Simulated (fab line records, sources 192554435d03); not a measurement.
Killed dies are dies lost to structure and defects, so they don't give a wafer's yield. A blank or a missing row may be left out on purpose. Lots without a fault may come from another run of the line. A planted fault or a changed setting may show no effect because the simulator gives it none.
Which tool did it? | flow n5_finfet | 24 lots, 72 wafers sampled, at 6 steps of a route of 1938

WHAT THE GAUGES READ, wafer by wafer
N5_BEOL_M6_THK_MEAS_01. Usual: M6_ILD_THK 155.6 nm, standard deviation 2.1.
lot  | measured     | on            | M6_ILD_THK (nm)   | flag
L074 | day 8 18:11  | film_metro-01 | 152.0 156.3 156.8 |
L075 | day 8 23:55  | film_metro-01 | 153.4 153.8 156.2 |
L076 | day 9 10:47  | film_metro-01 | 154.4 155.4 153.9 |
L077 | day 9 13:26  | film_metro-01 | 154.8 152.5 155.3 |
L078 | day 9 19:35  | film_metro-02 | 153.8 155.1 156.6 |
L079 | day 10 12:35 | film_metro-02 | 155.1 152.0 156.1 |
L081 | day 10 15:32 | film_metro-02 | 150.3 153.1 153.8 |
L080 | day 10 16:49 | film_metro-02 | 154.4 154.8 155.8 |
L082 | day 10 19:26 | film_metro-01 | 155.4 154.0 155.8 |
L083 | day 11 01:02 | film_metro-02 | 151.5 156.1 154.9 |
L084 | day 11 09:08 | film_metro-01 | 151.9 154.5 155.5 |
L085 | day 11 18:34 | film_metro-02 | 156.6 157.7 158.8 |
L086 | day 11 21:31 | film_metro-02 | 152.2 153.5 154.7 |
L087 | day 11 22:02 | film_metro-02 | 153.7 158.8 156.4 |
L089 | day 13 03:41 | film_metro-01 | 154.2 156.5 155.2 |
L088 | day 13 03:43 | film_metro-02 | 152.0 153.0 156.1 |
L090 | day 13 04:45 | film_metro-02 | 155.9 159.5 161.7 |
L093 | day 13 10:11 | film_metro-02 | 156.5 156.4 156.0 |
L091 | day 13 10:55 | film_metro-01 | 156.4 157.9 157.4 |
L094 | day 14 10:01 | film_metro-02 | 154.9 156.7 156.0 |
L096 | day 14 13:29 | film_metro-02 | 158.1 158.7 159.8 |
L095 | day 14 21:53 | film_metro-02 | 155.0 152.5 157.6 |
L092 | day 14 19:56 | film_metro-01 | 155.7 157.1 159.5 |
L097 | day 15 05:07 | film_metro-02 | 153.8 152.0 157.1 |

N5_BEOL_M6_INSPECT_30: inspects for defects (brightfield). Usual: raw_defect_count 439, standard deviation 97.
lot  | measured     | on                | raw_defect_count | flag
L074 | day 8 23:38  | defect_inspect-01 | 520 680 487      |
L075 | day 9 04:14  | defect_inspect-01 | 353 574 367      |
L076 | day 9 13:05  | defect_inspect-01 | 516 395 446      |
L077 | day 9 18:09  | defect_inspect-01 | 550 546 660      |
L078 | day 10 00:38 | defect_inspect-02 | 576 578 321      |
L079 | day 10 16:59 | defect_inspect-01 | 311 335 454      |
L081 | day 10 19:11 | defect_inspect-02 | 419 360 416      |
L080 | day 10 20:23 | defect_inspect-02 | 407 471 399      |
L082 | day 11 00:22 | defect_inspect-01 | 306 352 290      |
L083 | day 11 03:31 | defect_inspect-01 | 441 463 321      |
L084 | day 11 13:39 | defect_inspect-01 | 357 469 500      |
L085 | day 11 21:22 | defect_inspect-02 | 550 479 476      |
L086 | day 12 00:48 | defect_inspect-02 | 452 554 454      |
L087 | day 12 00:58 | defect_inspect-02 | 477 470 404      |
L089 | day 13 06:56 | defect_inspect-01 | 474 532 614      |
L088 | day 13 07:50 | defect_inspect-01 | 416 512 467      |
L090 | day 13 10:12 | defect_inspect-01 | 338 331 414      |
L093 | day 13 13:34 | defect_inspect-02 | 210 282 340      |
L091 | day 13 13:37 | defect_inspect-01 | 459 439 295      |
L094 | day 15 07:08 | defect_inspect-02 | 474 343 332      |
L096 | day 14 19:59 | defect_inspect-02 | 410 329 530      |
L095 | day 15 06:43 | defect_inspect-01 | 374 381 506      |
L092 | day 15 06:40 | defect_inspect-02 | 457 482 495      |
L097 | day 15 08:38 | defect_inspect-01 | 519 406 677      |

WHICH TOOL RAN EACH LOT (tool, then ch and the chambers of the sampled wafers, then the start)
lot  | N5_BEOL_M5_ANNEAL_84         | N5_BEOL_M6_ETCH_62                 | N5_BEOL_M6_STRIP_67                | N5_BEOL_M6_STRIP_19
L074 | pvd_sputter-03, day 8 14:23  | rie_diel-02 ch 0,1,3, day 8 20:55  | rie_diel-02 ch 0,1,3, day 8 21:04  | rie_diel-01 ch 1,2, day 8 21:14
L075 | pvd_sputter-01, day 8 19:57  | rie_diel-02 ch 0,2,3, day 9 01:52  | rie_diel-02 ch 0,2,3, day 9 02:01  | rie_diel-02 ch 1,2,3, day 9 02:17
L076 | pvd_sputter-02, day 9 06:58  | rie_diel-02 ch 0,1, day 9 12:15    | rie_diel-02 ch 0,1, day 9 12:23    | rie_diel-04 ch 0,1, day 9 12:37
L077 | pvd_sputter-01, day 9 09:36  | rie_diel-02 ch 0,1, day 9 14:54    | rie_diel-02 ch 0,1, day 9 15:03    | rie_diel-02 ch 1,2, day 9 15:13
L078 | pvd_sputter-02, day 9 15:46  | rie_diel-01 ch 0,1,2, day 9 22:35  | rie_diel-01 ch 0,1,2, day 9 22:44  | rie_diel-01 ch 0,2,3, day 9 22:53
L079 | pvd_sputter-03, day 10 08:44 | rie_diel-04 ch 0,1,2, day 10 14:46 | rie_diel-04 ch 0,1,2, day 10 14:55 | rie_diel-02 ch 1,2,3, day 10 15:04
L081 | pvd_sputter-01, day 10 11:45 | rie_diel-01 ch 0,1,3, day 10 18:22 | rie_diel-01 ch 0,1,3, day 10 18:31 | rie_diel-01 ch 0,1,3, day 10 18:43
L080 | pvd_sputter-02, day 10 12:40 | rie_diel-02 ch 0,2,3, day 10 18:44 | rie_diel-02 ch 0,2,3, day 10 18:53 | rie_diel-04 ch 0,1,2, day 10 19:02
L082 | pvd_sputter-03, day 10 15:32 | rie_diel-01 ch 0,1,3, day 10 22:17 | rie_diel-01 ch 0,1,3, day 10 22:23 | rie_diel-02 ch 1,2, day 10 22:31
L083 | pvd_sputter-01, day 10 21:11 | rie_diel-04 ch 0,1, day 11 01:59   | rie_diel-04 ch 0,1, day 11 02:08   | rie_diel-04 ch 0,2, day 11 02:28
L084 | pvd_sputter-01, day 11 04:29 | rie_diel-02 ch 2,3, day 11 10:44   | rie_diel-02 ch 2,3, day 11 10:53   | rie_diel-02 ch 0,1,2, day 11 11:05
L085 | pvd_sputter-01, day 11 13:34 | rie_diel-02 ch 0,1,2, day 11 19:57 | rie_diel-02 ch 0,1,2, day 11 20:06 | rie_diel-01 ch 0,1,3, day 11 20:20
L086 | pvd_sputter-02, day 11 16:58 | rie_diel-04 ch 0,1,3, day 11 22:52 | rie_diel-04 ch 0,1,3, day 11 23:01 | rie_diel-04 ch 1,2,3, day 11 23:10
L087 | pvd_sputter-03, day 11 17:58 | rie_diel-01 ch 0,3, day 11 22:55   | rie_diel-01 ch 0,3, day 11 23:04   | rie_diel-01 ch 0,3, day 11 23:18
L089 | pvd_sputter-03, day 12 23:47 | rie_diel-01 ch 0,3, day 13 05:59   | rie_diel-01 ch 0,3, day 13 06:07   | rie_diel-04 ch 0,2,3, day 13 06:20
L088 | pvd_sputter-01, day 12 23:55 | rie_diel-02 ch 1,2, day 13 06:14   | rie_diel-02 ch 1,2, day 13 06:23   | rie_diel-01 ch 2,3, day 13 06:55
L090 | pvd_sputter-02, day 13 00:50 | rie_diel-01 ch 0,1, day 13 07:08   | rie_diel-01 ch 0,1, day 13 07:17   | rie_diel-02 ch 1,2,3, day 13 07:41
L093 | pvd_sputter-01, day 13 05:51 | rie_diel-02 ch 0,1,3, day 13 11:40 | rie_diel-02 ch 0,1,3, day 13 11:49 | rie_diel-02 ch 0,1,3, day 13 11:58
L091 | pvd_sputter-03, day 13 06:25 | rie_diel-04 ch 0,1,2, day 13 11:46 | rie_diel-04 ch 0,1,2, day 13 11:54 | rie_diel-01 ch 0,2, day 13 12:04
L094 | pvd_sputter-03, day 14 06:13 | rie_diel-01 ch 0,2,3, day 14 12:11 | rie_diel-01 ch 0,2,3, day 14 12:20 | rie_diel-02 ch 0,1,3, day 14 12:29
L096 | pvd_sputter-02, day 14 09:40 | rie_diel-04 ch 1,3, day 14 18:59   | rie_diel-04 ch 1,3, day 14 19:07   | rie_diel-02 ch 0,2,3, day 14 19:28
L095 | pvd_sputter-02, day 14 15:23 | rie_diel-02 ch 2,3, day 15 00:56   | rie_diel-02 ch 2,3, day 15 01:05   | rie_diel-04 ch 0,2,3, day 15 01:19
L092 | pvd_sputter-03, day 14 16:09 | rie_diel-02 ch 0,2,3, day 14 21:07 | rie_diel-02 ch 0,2,3, day 14 21:16 | rie_diel-04 ch 1,2,3, day 14 21:28
L097 | pvd_sputter-03, day 15 01:16 | rie_diel-02 ch 0,1,2, day 15 07:51 | rie_diel-02 ch 0,1,2, day 15 08:00 | rie_diel-01 ch 0,2,3, day 15 08:10
- N5_BEOL_M5_ANNEAL_84: time 1800 s.
- N5_BEOL_M6_ETCH_62: etches SOC in N2/H2, target depth 110 nm, overetch 22 nm, time 165 s.
- N5_BEOL_M6_STRIP_67: strips in CF4.
- N5_BEOL_M6_STRIP_19: strips in O2.

WHAT THE TOOLS THEMSELVES READ (means of the sampled wafers that have a number; where no wafer has one, the mark that the record gives instead)
N5_BEOL_M5_ANNEAL_84. Usual: heater_power_w 827 W, standard deviation 78.
lot  | tool           | heater_power_w (W) | flag
L074 | pvd_sputter-03 | 808                |
L075 | pvd_sputter-01 | 870                |
L076 | pvd_sputter-02 | 787                |
L077 | pvd_sputter-01 | 787                |
L078 | pvd_sputter-02 | 775                |
L079 | pvd_sputter-03 | 852                |
L081 | pvd_sputter-01 | 853                |
L080 | pvd_sputter-02 | 780                |
L082 | pvd_sputter-03 | 807                |
L083 | pvd_sputter-01 | 818                |
L084 | pvd_sputter-01 | 776                |
L085 | pvd_sputter-01 | 835                |
L086 | pvd_sputter-02 | 805                |
L087 | pvd_sputter-03 | 897                |
L089 | pvd_sputter-03 | 893                |
L088 | pvd_sputter-01 | 796                |
L090 | pvd_sputter-02 | 835                |
L093 | pvd_sputter-01 | 829                |
L091 | pvd_sputter-03 | 859                |
L094 | pvd_sputter-03 | 850                |
L096 | pvd_sputter-02 | 835                |
L095 | pvd_sputter-02 | 819                |
L092 | pvd_sputter-03 | 909                |
L097 | pvd_sputter-03 | 813                |

N5_BEOL_M6_ETCH_62. Usual: chamber_pressure_mTorr 29.999 mTorr, standard deviation 0.027; drypump_motor_current_A 5.7 A, standard deviation 0.45; oes_product_au 0.66 a.u., standard deviation 0.048; rf_vpp_V 523.1 V, standard deviation 2.5; showerhead_plenum_p_Torr 2.51 Torr, standard deviation 0.089; throttle_valve_pct 17.83 %, standard deviation 0.22.
lot  | tool        | chamber_pressure_mTorr (mTorr) | drypump_motor_current_A (A) | oes_product_au (a.u.) | rf_vpp_V (V) | showerhead_plenum_p_Torr (Torr) | throttle_valve_pct (%) | flag
L074 | rie_diel-02 | 29.999                         | 5.7                         | 0.63                  | 523.8        | 2.53                            | 17.76                  |
L075 | rie_diel-02 | 30.003                         | 5.6                         | 0.66                  | 524.8        | 2.56                            | 17.90                  |
L076 | rie_diel-02 | 29.984                         | 5.9                         | 0.63                  | 522.2        | 2.45                            | 17.84                  |
L077 | rie_diel-02 | 29.980                         | 5.9                         | 0.62                  | 521.9        | 2.45                            | 17.85                  |
L078 | rie_diel-01 | 30.007                         | 5.6                         | 0.70                  | 524.4        | 2.57                            | 17.77                  |
L079 | rie_diel-04 | 29.961                         | 5.4                         | 0.69                  | 523.1        | 2.50                            | 17.78                  |
L081 | rie_diel-01 | 30.012                         | 5.8                         | 0.69                  | 523.7        | 2.53                            | 17.70                  |
L080 | rie_diel-02 | 30.026                         | 5.6                         | 0.65                  | 523.6        | 2.55                            | 17.92                  |
L082 | rie_diel-01 | 29.971                         | 5.8                         | 0.69                  | 523.8        | 2.53                            | 17.69                  |
L083 | rie_diel-04 | 30.000                         | 5.9                         | 0.69                  | 521.7        | 2.46                            | 17.83                  |
L084 | rie_diel-02 | 29.996                         | 5.8                         | 0.66                  | 523.6        | 2.60                            | 17.78                  |
L085 | rie_diel-02 | 30.000                         | 5.7                         | 0.64                  | 522.7        | 2.47                            | 18.02                  |
L086 | rie_diel-04 | 30.003                         | 5.7                         | 0.67                  | 522.8        | 2.49                            | 17.82                  |
L087 | rie_diel-01 | 29.992                         | 6.2                         | 0.66                  | 521.5        | 2.45                            | 17.74                  |
L089 | rie_diel-01 | 29.973                         | 6.2                         | 0.66                  | 521.3        | 2.44                            | 17.76                  |
L088 | rie_diel-02 | 30.002                         | 5.8                         | 0.67                  | 522.0        | 2.46                            | 18.10                  |
L090 | rie_diel-01 | 30.028                         | 5.8                         | 0.68                  | 523.0        | 2.52                            | 17.72                  |
L093 | rie_diel-02 | 30.011                         | 5.8                         | 0.60                  | 524.1        | 2.52                            | 17.83                  |
L091 | rie_diel-04 | 30.009                         | 5.4                         | 0.67                  | 521.9        | 2.49                            | 17.82                  |
L094 | rie_diel-01 | 30.002                         | 6.0                         | 0.64                  | 521.8        | 2.47                            | 17.85                  |
L096 | rie_diel-04 | 30.026                         | 5.4                         | 0.64                  | 522.3        | 2.47                            | 18.00                  |
L095 | rie_diel-02 | 29.981                         | 5.8                         | 0.66                  | 522.7        | 2.53                            | 18.04                  |
L092 | rie_diel-02 | 29.992                         | 5.6                         | 0.63                  | 524.0        | 2.54                            | 17.98                  |
L097 | rie_diel-02 | 30.005                         | 5.7                         | 0.63                  | 521.0        | 2.46                            | 18.06                  |

N5_BEOL_M6_STRIP_67. Usual: chamber_pressure_mTorr 49.99 mTorr, standard deviation 0.056; drypump_motor_current_A 5.7 A, standard deviation 0.45; oes_product_au 0.78 a.u., standard deviation 0.056; rf_vpp_V 270.8 V, standard deviation 1.6; showerhead_plenum_p_Torr 1.78 Torr, standard deviation 0.054; throttle_valve_pct 13.60 %, standard deviation 0.16.
lot  | tool        | chamber_pressure_mTorr (mTorr) | drypump_motor_current_A (A) | oes_product_au (a.u.) | rf_vpp_V (V) | showerhead_plenum_p_Torr (Torr) | throttle_valve_pct (%) | flag
L074 | rie_diel-02 | 50.00                          | 5.8                         | 0.74                  | 271.4        | 1.79                            | 13.57                  |
L075 | rie_diel-02 | 50.02                          | 5.6                         | 0.78                  | 271.5        | 1.80                            | 13.55                  |
L076 | rie_diel-02 | 49.96                          | 5.8                         | 0.73                  | 269.4        | 1.74                            | 13.72                  |
L077 | rie_diel-02 | 50.06                          | 5.8                         | 0.73                  | 270.0        | 1.74                            | 13.74                  |
L078 | rie_diel-01 | 50.03                          | 5.6                         | 0.82                  | 271.9        | 1.81                            | 13.50                  |
L079 | rie_diel-04 | 49.99                          | 5.4                         | 0.81                  | 270.2        | 1.77                            | 13.50                  |
L081 | rie_diel-01 | 49.99                          | 5.8                         | 0.82                  | 270.2        | 1.79                            | 13.51                  |
L080 | rie_diel-02 | 50.03                          | 5.6                         | 0.76                  | 271.7        | 1.80                            | 13.57                  |
L082 | rie_diel-01 | 49.95                          | 5.8                         | 0.81                  | 270.3        | 1.79                            | 13.51                  |
L083 | rie_diel-04 | 50.03                          | 5.9                         | 0.80                  | 269.8        | 1.76                            | 13.58                  |
L084 | rie_diel-02 | 49.98                          | 5.8                         | 0.77                  | 271.1        | 1.82                            | 13.44                  |
L085 | rie_diel-02 | 50.01                          | 5.7                         | 0.75                  | 270.9        | 1.75                            | 13.75                  |
L086 | rie_diel-04 | 50.02                          | 5.7                         | 0.79                  | 271.1        | 1.76                            | 13.59                  |
L087 | rie_diel-01 | 49.95                          | 6.2                         | 0.79                  | 270.9        | 1.74                            | 13.63                  |
L089 | rie_diel-01 | 49.98                          | 6.2                         | 0.78                  | 270.8        | 1.74                            | 13.68                  |
L088 | rie_diel-02 | 50.02                          | 5.8                         | 0.79                  | 269.7        | 1.73                            | 13.72                  |
L090 | rie_diel-01 | 50.02                          | 5.8                         | 0.81                  | 270.9        | 1.79                            | 13.60                  |
L093 | rie_diel-02 | 49.96                          | 5.7                         | 0.71                  | 270.6        | 1.78                            | 13.67                  |
L091 | rie_diel-04 | 50.00                          | 5.4                         | 0.79                  | 269.6        | 1.76                            | 13.55                  |
L094 | rie_diel-01 | 49.96                          | 6.1                         | 0.74                  | 270.3        | 1.75                            | 13.66                  |
L096 | rie_diel-04 | 49.97                          | 5.4                         | 0.75                  | 270.8        | 1.75                            | 13.66                  |
L095 | rie_diel-02 | 50.00                          | 5.8                         | 0.78                  | 270.3        | 1.78                            | 13.60                  |
L092 | rie_diel-02 | 49.98                          | 5.6                         | 0.73                  | 271.0        | 1.79                            | 13.67                  |
L097 | rie_diel-02 | 50.02                          | 5.7                         | 0.73                  | 270.5        | 1.74                            | 13.80                  |

N5_BEOL_M6_STRIP_19. Usual: chamber_pressure_mTorr 30.00 mTorr, standard deviation 0.036; drypump_motor_current_A 5.7 A, standard deviation 0.47; o2_flow_sccm 225.0 sccm, standard deviation 0.71; oes_product_au 0.78 a.u., standard deviation 0.063; rf_vpp_V 3.6 V, standard deviation 0.55; showerhead_plenum_p_Torr 2.07 Torr, standard deviation 0.079; throttle_valve_pct 16.65 %, standard deviation 0.11.
lot  | tool        | chamber_pressure_mTorr (mTorr) | drypump_motor_current_A (A) | o2_flow_sccm (sccm) | oes_product_au (a.u.) | rf_vpp_V (V) | showerhead_plenum_p_Torr (Torr) | throttle_valve_pct (%) | flag
L074 | rie_diel-01 | 30.04                          | 5.2                         | 224.9               | 0.90                  | 3.0          | 2.21                            | 16.64                  |
L075 | rie_diel-02 | 30.02                          | 5.9                         | 225.1               | 0.80                  | 3.9          | 2.07                            | 16.58                  |
L076 | rie_diel-04 | 29.99                          | 5.6                         | 225.1               | 0.78                  | 3.4          | 2.02                            | 16.62                  |
L077 | rie_diel-02 | 29.99                          | 6.0                         | 224.4               | 0.79                  | 3.6          | 2.00                            | 16.70                  |
L078 | rie_diel-01 | 29.96                          | 6.0                         | 225.0               | 0.78                  | 3.9          | 2.05                            | 16.66                  |
L079 | rie_diel-02 | 30.02                          | 5.9                         | 225.0               | 0.79                  | 3.5          | 2.07                            | 16.60                  |
L081 | rie_diel-01 | 29.97                          | 5.8                         | 225.3               | 0.82                  | 3.5          | 2.10                            | 16.65                  |
L080 | rie_diel-04 | 29.99                          | 5.4                         | 224.6               | 0.81                  | 3.6          | 2.05                            | 16.54                  |
L082 | rie_diel-02 | 30.01                          | 5.8                         | 223.7               | 0.81                  | 3.8          | 2.01                            | 16.70                  |
L083 | rie_diel-04 | 29.99                          | 5.2                         | 225.7               | 0.84                  | 4.0          | 2.09                            | 16.44                  |
L084 | rie_diel-02 | 30.01                          | 5.7                         | 225.0               | 0.75                  | 3.5          | 2.02                            | 16.72                  |
L085 | rie_diel-01 | 30.01                          | 5.8                         | 225.1               | 0.81                  | 3.4          | 2.10                            | 16.66                  |
L086 | rie_diel-04 | 29.97                          | 5.2                         | 224.8               | 0.79                  | 3.7          | 2.08                            | 16.59                  |
L087 | rie_diel-01 | 29.97                          | 6.2                         | 224.9               | 0.76                  | 4.3          | 2.02                            | 16.68                  |
L089 | rie_diel-04 | 29.96                          | 5.4                         | 225.1               | 0.81                  | 4.2          | 2.08                            | 16.54                  |
L088 | rie_diel-01 | 30.04                          | 5.8                         | 225.4               | 0.75                  | 3.2          | 2.07                            | 16.72                  |
L090 | rie_diel-02 | 30.01                          | 5.9                         | 225.0               | 0.77                  | 3.8          | 2.06                            | 16.65                  |
L093 | rie_diel-02 | 30.03                          | 5.7                         | 224.8               | 0.71                  | 3.1          | 2.07                            | 16.67                  |
L091 | rie_diel-01 | 30.02                          | 5.8                         | 225.7               | 0.75                  | 3.6          | 2.07                            | 16.73                  |
L094 | rie_diel-02 | 30.00                          | 5.7                         | 225.5               | 0.70                  | 2.7          | 2.07                            | 16.67                  |
L096 | rie_diel-02 | 30.00                          | 5.6                         | 224.8               | 0.74                  | 3.6          | 2.08                            | 16.67                  |
L095 | rie_diel-04 | 30.06                          | 5.5                         | 225.9               | 0.80                  | 4.2          | 2.08                            | 16.57                  |
L092 | rie_diel-04 | 29.98                          | 5.2                         | 225.6               | 0.77                  | 3.5          | 2.08                            | 16.64                  |
L097 | rie_diel-01 | 29.97                          | 6.0                         | 224.6               | 0.74                  | 3.0          | 2.04                            | 16.74                  |

THE ANSWER, worked out from the rows above alone
Rule: a lot is off if the mean of its wafers that have a number lies more than 3 standard deviations from the usual mean. A lot without any number at a reading at which 4 lots or more have one is off too. The other lots that the step has rows for count as sound. The gauges are gone through in route order, then the tools' own readings, and for those a lot's mean is taken as printed above. The first step at which some lot is off is used, and at that step the reading that is off furthest; a lot without a number counts as furthest.
No lot is off at any reading shown: from this, nothing can be told.

WHAT THE SIMULATOR HAD PUT IN
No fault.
